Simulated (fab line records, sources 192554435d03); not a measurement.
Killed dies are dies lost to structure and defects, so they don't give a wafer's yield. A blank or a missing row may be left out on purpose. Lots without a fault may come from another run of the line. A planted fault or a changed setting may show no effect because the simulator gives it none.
Chamber matching | flow n5_finfet | N5_BEOL_M3_PECVD_72 on pecvd-04: 3 sister chambers
The step deposits SiO2 from TEOS/O2, target thk 16 nm, time 18 s. 3 wafers are shown with their chamber, then 9 later ones without.

WAFERS WITH THEIR CHAMBER
wafer  | chamber | throttle_valve_pct (%)
L082.5 | 0       | 22.4
L083.5 | 2       | 21.8
L083.6 | 1       | 22.7

WAFERS WITHOUT THEIR CHAMBER
wafer  | throttle_valve_pct (%)
L092.2 | 23.0
L092.3 | 21.9
L092.4 | 22.7
L097.1 | 23.1
L097.2 | 22.0
L097.6 | 22.0
L094.1 | 22.3
L094.2 | 22.9
L094.6 | 22.4

WHICH CHAMBER EACH WENT THROUGH
wafer  | from the rows above          | in truth
L092.2 | can't be placed: 1 or 0      | 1
L092.3 | can't be placed: 2 or 0      | 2
L092.4 | can't be placed: 1 or 0      | 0
L097.1 | can't be placed: 1 or 0      | 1
L097.2 | can't be placed: 2 or 0      | 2
L097.6 | can't be placed: 2 or 0      | 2
L094.1 | can't be placed: 0 or 1 or 2 | 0
L094.2 | can't be placed: 1 or 0      | 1
L094.6 | can't be placed: 0 or 1      | 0
Placed correctly: 0 of 9. Can't be placed from these rows: 9 (the true chamber is among the candidates in 9). Placed wrongly: 0.
How it was worked out, from the rows above alone: a wafer's distance from a chamber is the root of the sum, over the readings, of the square of ((its reading less the chamber's mean) divided by the reading's scatter). The wafer belongs to the nearest chamber; if the next one is less than 2 further off, it can't be placed. A chamber's mean is the mean of its shown wafers. The scatter: with one shown wafer a chamber, the root of the mean of the squares of how far each hidden wafer lies from its nearest shown one.
